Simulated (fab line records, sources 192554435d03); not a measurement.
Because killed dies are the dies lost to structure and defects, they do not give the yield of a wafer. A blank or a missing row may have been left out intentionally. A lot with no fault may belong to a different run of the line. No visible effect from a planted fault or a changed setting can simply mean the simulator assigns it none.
Matching of chambers    flow n5 finfet    N5_BEOL_M2_STRIP_19 on rie diel-03: 4 sister chambers
The step strips in O2. 8 wafers are shown with their chamber, then 10 later ones without.

== WAFERS PAIRED WITH THEIR CHAMBERS ==
wafer   chamber  showerhead plenum p Torr (Torr)  throttle valve pct (%)
L080.2  2        2.01                             16.65
L080.5  0        2.17                             17.09
L080.6  3        2.12                             16.50
L082.2  2        2.00                             16.66
L082.4  1        1.98                             16.90
L082.6  0        2.16                             17.11
L088.2  3        2.12                             16.53
L088.3  1        1.97                             16.90

== WAFERS WITHOUT THEIR CHAMBER ==
wafer   showerhead plenum p Torr (Torr)  throttle valve pct (%)
L088.5  2.12                             16.53
L092.2  1.97                             16.93
L092.5  2.00                             16.69
L092.6  1.97                             16.92
L097.1  1.99                             16.69
L097.4  2.15                             17.15
L097.5  1.97                             16.95
L096.1  1.99                             16.71
L096.2  2.11                             16.57
L096.3  2.15                             17.18

== WHICH CHAMBER EACH ONE RAN IN ==
wafer   from the rows above  in truth
L088.5  3                    3
L092.2  1                    1
L092.5  2                    2
L092.6  1                    1
L097.1  2                    2
L097.4  0                    0
L097.5  1                    1
L096.1  2                    2
L096.2  3                    3
L096.3  0                    0
Placed correctly: 10 of 10. From these rows, 0 cannot be placed. Placed wrongly: 0.
How it was worked out, from the rows above alone: a wafer's distance from a chamber is the root of the sum, over the readings, of the square of ((its reading less the chamber's mean) divided by the reading's scatter). The wafer belongs to the nearest chamber; if the next one is less than 2 further off, it can't be placed. The mean given for a chamber averages the wafers shown for that chamber. How the scatter is found: for the shown wafers, subtract from each reading the mean of its chamber, square and add these, divide the total by (wafers less chambers), then take the root.
